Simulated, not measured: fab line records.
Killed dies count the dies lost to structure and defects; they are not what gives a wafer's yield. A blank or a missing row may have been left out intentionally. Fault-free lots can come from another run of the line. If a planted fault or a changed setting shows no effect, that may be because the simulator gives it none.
Which tool did it? -- flow nand harc -- 24 lots with 72 wafers sampled at 4 steps, on a route of 1302 steps

== WHAT THE GAUGES SHOWED, per wafer ==
NHARC_A_WL_FILL_INSPECT_15.
lot,measured,on,raw defect count
L074,day 21 12:17,defect inspect-01,639 398 590
L077,day 21 22:50,defect inspect-01,762 500 544
L076,day 21 22:59,defect inspect-02,410 395 401
L075,day 21 22:50,defect inspect-02,384 446 565
L078,day 22 19:04,defect inspect-02,389 495 463
L079,day 23 08:49,defect inspect-02,647 446 574
L080,day 24 01:17,defect inspect-02,459 467 519
L081,day 24 19:22,defect inspect-02,850 409 515
L084,day 25 11:52,defect inspect-02,469 724 685
L082,day 25 03:51,defect inspect-01,410 416 492
L083,day 25 03:55,defect inspect-02,659 489 607
L086,day 25 14:56,defect inspect-02,461 562 454
L085,day 26 01:29,defect inspect-02,497 400 591
L089,day 27 00:38,defect inspect-02,664 545 490
L088,day 26 19:38,defect inspect-02,389 298 321
L087,day 27 06:37,defect inspect-01,553 420 405
L090,day 28 10:17,defect inspect-02,699 559 549
L091,day 28 10:17,defect inspect-01,501 508 451
L093,day 29 01:41,defect inspect-02,594 559 508
L092,day 29 01:33,defect inspect-02,772 508 371
L094,day 29 19:52,defect inspect-01,470 530 512
L095,day 29 19:52,defect inspect-02,546 378 403
L097,day 30 23:45,defect inspect-02,442 455 542
L096,day 30 23:46,defect inspect-01,657 326 500

== TOOL THAT RAN EACH LOT (tool first, then ch and the chambers of the sampled wafers, then the start) ==
lot,NHARC_A_SGD_CUT_STRIP_17,NHARC_A_SGD_CUT_CMP_21,NHARC_A_WL_FILL_ALD_10
L074,"rie diel-08 ch 0,1,3, day 19 21:17 or earlier","cmp-03 ch 0,1, day 19 21:17","ald hk-02 ch 1,2,3, day 21 02:04"
L077,"rie diel-08 ch 0,1,3, day 20 07:26 or earlier","cmp-02 ch 0,2, day 20 07:26","ald hk-02 ch 1,2, day 21 11:43"
L076,"rie diel-01 ch 1,2,3, day 20 07:25 or earlier","cmp-04 ch 1,2,3, day 20 07:25","ald hk-03 ch 1,2,3, day 21 12:14"
L075,"rie diel-07 ch 0,1,3, day 20 07:28 or earlier","cmp-03 ch 1,2,3, day 20 07:28","ald hk-04 ch 0,2,3, day 21 13:38"
L078,"rie diel-01 ch 0,1,3, day 21 04:53 or earlier","cmp-02 ch 1,2,3, day 21 04:53","ald hk-03 ch 0,1, day 22 07:52"
L079,"rie diel-07 ch 0,1,2, day 21 15:47 or earlier","cmp-03 ch 0,1,3, day 21 15:47","ald hk-04 ch 0,2,3, day 22 22:37"
L080,"rie diel-01 ch 1,3, day 22 11:34 or earlier","cmp-02 ch 2,3, day 22 11:34","ald hk-03 ch 0,2, day 23 14:08"
L081,"rie diel-07 ch 0,1,3, day 23 05:05 or earlier","cmp-04 ch 0,2,3, day 23 05:05","ald hk-02 ch 0,1,2, day 24 08:11"
L084,"rie diel-01 ch 1,2, day 23 14:22 or earlier","cmp-03 ch 1,3, day 23 14:22","ald hk-02 ch 1,3, day 25 01:13"
L082,"rie diel-07 ch 1,3, day 23 14:22 or earlier","cmp-02 ch 0,3, day 23 14:22","ald hk-03 ch 2,3, day 24 15:41"
L083,"rie diel-08 ch 2,3, day 23 14:25 or earlier","cmp-04 ch 0,2,3, day 23 14:25","ald hk-04 ch 0,3, day 24 16:42"
L086,"rie diel-01 ch 1,2,3, day 23 14:35 or earlier","cmp-04 ch 0,2,3, day 23 14:35","ald hk-02 ch 0,3, day 25 04:17"
L085,"rie diel-01 ch 2,3, day 24 01:59 or earlier","cmp-03 ch 0,1, day 24 01:59","ald hk-03 ch 1,2,3, day 25 14:03"
L089,"rie diel-07 ch 0,1,3, day 25 04:23 or earlier","cmp-04 ch 0,1, day 25 04:23","ald hk-02 ch 2,3, day 26 13:51"
L088,"rie diel-08 ch 1,2,3, day 25 04:23 or earlier","cmp-02 ch 0,1,2, day 25 04:23","ald hk-03 ch 0,3, day 26 08:55"
L087,"rie diel-08 ch 0,3, day 25 12:03 or earlier","cmp-02 ch 0,3, day 25 12:03","ald hk-03 ch 0,1,2, day 26 19:55"
L090,"rie diel-08 ch 0,1,3, day 26 18:08 or earlier","cmp-03 ch 0,3, day 26 18:08","ald hk-04 ch 1,2, day 27 23:10"
L091,"rie diel-01 ch 1,3, day 26 18:10 or earlier","cmp-04 ch 0,1,2, day 26 18:10","ald hk-02 ch 0,2,3, day 28 00:13"
L093,"rie diel-07 ch 0,1,3, day 27 10:27 or earlier","cmp-03 ch 0,3, day 27 10:27","ald hk-02 ch 0,2,3, day 28 15:28"
L092,"rie diel-07 ch 0,2,3, day 27 10:28 or earlier","cmp-04 ch 1,2,3, day 27 10:28","ald hk-03 ch 0,3, day 28 14:56"
L094,"rie diel-01 ch 0,1,3, day 28 05:54 or earlier","cmp-02 ch 0,2,3, day 28 05:54","ald hk-02 ch 0,1,3, day 29 08:26"
L095,"rie diel-08 ch 0,3, day 28 05:54 or earlier","cmp-04 ch 0,2,3, day 28 05:54","ald hk-03 ch 0,2,3, day 29 09:15"
L097,"rie diel-08 ch 1,3, day 29 08:58 or earlier","cmp-02 ch 0,1,3, day 29 08:58","ald hk-03 ch 1,3, day 30 12:43"
L096,"rie diel-01 ch 0,1,3, day 29 08:58 or earlier","cmp-04 ch 0,1, day 29 08:58","ald hk-04 ch 0,1,2, day 30 14:21"
- NHARC_A_SGD_CUT_STRIP_17: strips in O2.
- NHARC_A_SGD_CUT_CMP_21: polishes, target thk 148.19 nm.
- NHARC_A_WL_FILL_ALD_10: deposits SiO2, target thk 50 nm, pulse time 10 s, ald cycles 500.

== AS READ BY THE TOOLS THEMSELVES (means over the sampled wafers that have a number; for cases with no such wafer, the mark the record gives instead) ==
NHARC_A_SGD_CUT_STRIP_17.
lot,tool,drypump motor current A (A),oes product au (a.u.),rf vpp V (V),showerhead plenum p Torr (Torr),throttle valve pct (%)
L074,rie diel-08,5.5,1.009,57.2,3.57,17.032
L077,rie diel-08,5.5,1.010,57.7,3.57,17.036
L076,rie diel-01,6.0,0.992,58.0,3.59,17.038
L075,rie diel-07,5.7,0.990,58.1,3.48,17.040
L078,rie diel-01,6.1,1.000,58.3,3.56,17.045
L079,rie diel-07,5.9,0.994,57.0,3.55,17.034
L080,rie diel-01,6.2,1.003,57.6,3.64,17.036
L081,rie diel-07,5.7,1.000,57.2,3.48,17.026
L084,rie diel-01,5.7,0.982,58.6,3.55,17.034
L082,rie diel-07,6.0,1.008,58.1,3.62,17.045
L083,rie diel-08,6.2,1.004,57.3,3.35,17.030
L086,rie diel-01,6.0,0.994,58.1,3.59,17.030
L085,rie diel-01,5.8,0.986,57.6,3.53,17.037
L089,rie diel-07,5.7,1.004,57.1,3.47,17.036
L088,rie diel-08,5.8,0.998,57.5,3.50,17.032
L087,rie diel-08,5.9,1.003,56.5,3.41,17.046
L090,rie diel-08,5.5,1.008,57.8,3.56,17.047
L091,rie diel-01,6.4,1.003,57.9,3.68,17.039
L093,rie diel-07,5.7,1.002,57.4,3.47,17.041
L092,rie diel-07,5.5,0.997,57.2,3.39,17.032
L094,rie diel-01,6.1,1.011,58.7,3.56,17.031
L095,rie diel-08,5.8,0.994,58.3,3.55,17.039
L097,rie diel-08,5.3,1.004,57.9,3.57,17.046
L096,rie diel-01,6.1,1.004,57.8,3.56,17.034

NHARC_A_SGD_CUT_CMP_21.
lot,tool,motor current A (A),time to endpoint s (s)
L074,cmp-03,10.2,51.0
L077,cmp-02,12.2,48.8
L076,cmp-04,11.2,50.7
L075,cmp-03,10.4,49.8
L078,cmp-02,13.0,48.8
L079,cmp-03,10.9,52.3
L080,cmp-02,11.8,47.7
L081,cmp-04,12.0,49.8
L084,cmp-03,10.4,48.0
L082,cmp-02,12.0,47.6
L083,cmp-04,11.6,49.8
L086,cmp-04,11.6,49.7
L085,cmp-03,10.8,48.8
L089,cmp-04,12.0,46.7
L088,cmp-02,12.9,48.5
L087,cmp-02,11.7,49.5
L090,cmp-03,11.5,53.0
L091,cmp-04,11.6,48.7
L093,cmp-03,11.8,51.4
L092,cmp-04,11.6,47.2
L094,cmp-02,12.1,50.1
L095,cmp-04,11.7,50.5
L097,cmp-02,12.3,49.1
L096,cmp-04,11.8,45.5

NHARC_A_WL_FILL_ALD_10.
lot,tool,heater power w (W),precursor pulse height rel
L074,ald hk-02,475,0.991
L077,ald hk-02,459,1.024
L076,ald hk-03,551,1.008
L075,ald hk-04,457,0.994
L078,ald hk-03,530,0.993
L079,ald hk-04,466,1.012
L080,ald hk-03,475,0.971
L081,ald hk-02,415,1.016
L084,ald hk-02,507,1.001
L082,ald hk-03,557,1.002
L083,ald hk-04,464,1.004
L086,ald hk-02,420,1.014
L085,ald hk-03,544,0.998
L089,ald hk-02,491,0.986
L088,ald hk-03,546,0.999
L087,ald hk-03,486,0.989
L090,ald hk-04,473,1.002
L091,ald hk-02,434,1.011
L093,ald hk-02,443,1.001
L092,ald hk-03,555,1.009
L094,ald hk-02,461,0.998
L095,ald hk-03,515,0.999
L097,ald hk-03,592,1.008
L096,ald hk-04,466,1.000

== THE ANSWER, worked out from the rows above alone ==
Rule: usual is defined by the lots themselves. The widest of any qualifying gaps counts: lots, ordered by their means at a reading, are off when they make up no more than a third of the lots, leave a main group of 4 or more, and stand apart from it by 3 or more times the standard deviation of that group's means. A main group is skipped when, at the precision printed for the reading in the tables above, its means are all equal. Also off: a lot with no number at a reading for which 4 or more lots have one. The other lots that the step has rows for count as sound. Order of review: gauges by route order, followed by the tools' own readings, for which a lot's mean as printed above is used. At the first step where some lot is off, the reading lying furthest off is the one used; lots without a number count as furthest.
No lot is off on any of the readings shown, so nothing can be concluded from this.

== WHAT WAS PUT IN BY THE SIMULATOR ==
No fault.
